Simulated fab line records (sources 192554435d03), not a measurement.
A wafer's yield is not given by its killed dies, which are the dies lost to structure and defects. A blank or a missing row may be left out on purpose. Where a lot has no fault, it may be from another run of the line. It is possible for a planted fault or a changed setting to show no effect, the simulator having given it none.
Chamber matching | flow n5 finfet | 4 sister chambers for N5_BEOL_M2_STRIP_19 on rie diel-02
The step strips in O2. 8 wafers are shown with their chamber, then 7 later ones without.

== WAFERS, EACH WITH ITS CHAMBER ==
wafer  | chamber | showerhead plenum p Torr (Torr) | throttle valve pct (%)
L075.5 | 2       | 2.01                            | 16.45
L084.1 | 0       | 2.05                            | 16.62
L084.2 | 1       | 2.22                            | 16.35
L083.3 | 3       | 2.14                            | 16.26
L083.5 | 3       | 2.14                            | 16.25
L083.6 | 0       | 2.05                            | 16.60
L086.1 | 1       | 2.22                            | 16.36
L086.2 | 2       | 2.00                            | 16.49

== WAFERS MISSING THEIR CHAMBER ==
wafer  | showerhead plenum p Torr (Torr) | throttle valve pct (%)
L086.4 | 2.14                            | 16.26
L088.1 | 2.05                            | 16.62
L088.3 | 2.14                            | 16.27
L088.5 | 2.22                            | 16.35
L097.1 | 2.21                            | 16.40
L097.4 | 2.13                            | 16.31
L097.5 | 2.04                            | 16.67

== WHICH CHAMBER EACH WENT THROUGH ==
wafer  | from the rows above | in truth
L086.4 | 3                   | 3
L088.1 | 0                   | 0
L088.3 | 3                   | 3
L088.5 | 1                   | 1
L097.1 | 1                   | 1
L097.4 | 3                   | 3
L097.5 | 0                   | 0
Correct placement for 7 of the 7. From these rows, 0 cannot be placed. 0 placed wrongly.
How it was worked out, from the rows above alone: a wafer's distance from a chamber is the root of the sum, over the readings, of the square of ((its reading less the chamber's mean) divided by the reading's scatter). If the next closest chamber is less than 2 further off than the closest, the wafer can't be placed; otherwise it belongs to the closest. A chamber's mean is the mean of its shown wafers. The scatter: take each reading less its chamber's mean, square it, sum over the shown wafers, divide by the number of wafers less the number of chambers, and take the root.
